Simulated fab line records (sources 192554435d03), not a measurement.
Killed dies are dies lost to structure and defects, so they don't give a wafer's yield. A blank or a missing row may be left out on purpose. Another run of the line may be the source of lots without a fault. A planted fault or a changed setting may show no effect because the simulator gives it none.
Split-lot study	flow n5Finfet	21 wafers read across 7 lots, on a route 1938 steps long

== THE SPLIT ITSELF ==
At N5_BEOL_M13_COAT_66 (time 60 s, resist thk 110 nm), the setting spinRpm was moved away from the recipe's 1500 rpm on 6 of the 21 wafers read, by -9.3% to +11.1%. This setting was run at the recipe's value on the other wafers.

== FROM THE SPLIT TO THE READING: what the file shows between them, 3 steps ==
- N5_BEOL_M13_COAT_22: resist thk 300 nm
- N5_BEOL_M13_EBR_24
- N5_BEOL_M13_DESCUM_33: chemistry O2, time 7.9 s

== THE READING ==
coat_of_BEOL_M13_COAT_22.thkNm (the simulator's own value, which no gauge read), in nm, at N5_BEOL_M13_ETCH_67 (etches SiARC in CF4, target depth 143 nm, time 238.3 s). There is no usual value for it anywhere in the file. The 15 wafers here that ran the recipe average 211.6 nm, standard deviation 0.66 nm.

wafer	tool, chamber at the split	spinRpm as run, rpm	against the recipe	coat_of_BEOL_M13_COAT_22.thkNm, nm	against lot-mates on the recipe
L081.3	lithoTrack-01, 0	1667	+11.1%	215.2	+4.7
L081.4	lithoTrack-01, 0	1500	recipe	210.4	-
L081.6	lithoTrack-01, 0	1500	recipe	210.6	-
L083.2	lithoTrack-03, 0	1500	recipe	211.2	-
L083.4	lithoTrack-03, 0	1631	+8.7%	214.4	+2.8
L083.6	lithoTrack-03, 0	1500	recipe	212	-
L087.2	lithoTrack-03, 0	1450	-3.3%	210.6	-0.6
L087.5	lithoTrack-03, 0	1500	recipe	211.2	-
L087.6	lithoTrack-03, 0	1450	-3.3%	209.8	-1.4
L088.1	lithoTrack-04, 0	1500	recipe	211.6	-
L088.3	lithoTrack-04, 0	1500	recipe	212.6	-
L088.5	lithoTrack-04, 0	1500	recipe	213	-
L095.2	lithoTrack-03, 0	1361	-9.3%	207.8	-4.0
L095.3	lithoTrack-03, 0	1500	recipe	212	-
L095.4	lithoTrack-03, 0	1500	recipe	211.6	-
L097.3	lithoTrack-03, 0	1500	recipe	211.8	-
L097.5	lithoTrack-03, 0	1423	-5.1%	209.6	-2.0
L097.6	lithoTrack-03, 0	1500	recipe	211.4	-
L089.1	lithoTrack-01, 0	1500	recipe	211.4	-
L089.2	lithoTrack-01, 0	1500	recipe	212.2	-
L089.5	lithoTrack-01, 0	1500	recipe	211.6	-

THE FIT
A straight line over all 21 wafers: coat_of_BEOL_M13_COAT_22.thkNm changes by +0.356 nm for each +1% of spinRpm; r = +0.92; the points scatter about the line by 0.62 nm.
The same after taking each lot's own level away (the mean of its wafers on the recipe; 21 wafers): +0.391 nm for each +1%; r = +0.97; scatter 0.4 nm.
According to that fit, moving spinRpm by its largest amount changes the reading by 4.4 nm.
Measured against the standard deviation above, the lots' own levels, which go from 210.50 to 212.40 nm, span 2.9 times it.
Consequently the slope shifts little with the lot-to-lot level, the two slopes agreeing.
Check: +4.09 nm against its lot-mates is what the line predicts for one of the wafers moved furthest among these (+11.1%) when that wafer is left out of the fit. It came out at +4.7 nm against them.

== OTHER SPLITS APPLIED TO THESE WAFERS ==
Before the reading, these wafers also passed through other splits. Each is held against what the fit with the lots' levels taken away leaves over:
other split on the same wafers	wafers away from the commonest value	r with coat_of_BEOL_M13_COAT_22.thkNm (lot level and that fit taken away)
N5_BEOL_M11_ETCH_66 timeS	6	+0.00

== THE WHOLE CHAIN: every reading that the file lists as answering this split, in the file's order ==
step	what it does	reading	change (the file's fit)	r (the file's)
N5_BEOL_M13_COAT_66	time 60 s, resist thk 110 nm	SiARC_of_BEOL_M13_COAT_66.thkNm (the simulator's own value, which no gauge read)	-0.543 nm for each +1% of the setting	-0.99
N5_BEOL_M13_ETCH_67	etches SiARC in CF4, target depth 143 nm, time 238.3 s	etch.depthNm (the simulator's own value, which no gauge read)	-0.545 nm for each +1% of the setting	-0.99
N5_BEOL_M13_ETCH_67	etches SiARC in CF4, target depth 143 nm, time 238.3 s	coat_of_BEOL_M13_COAT_22.thkNm (the simulator's own value, which no gauge read)	+0.394 nm for each +1% of the setting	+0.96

== THE FILE'S OWN FIT ==
coat_of_BEOL_M13_COAT_22.thkNm changes by +0.394 nm for each +1% of spinRpm, r = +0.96.
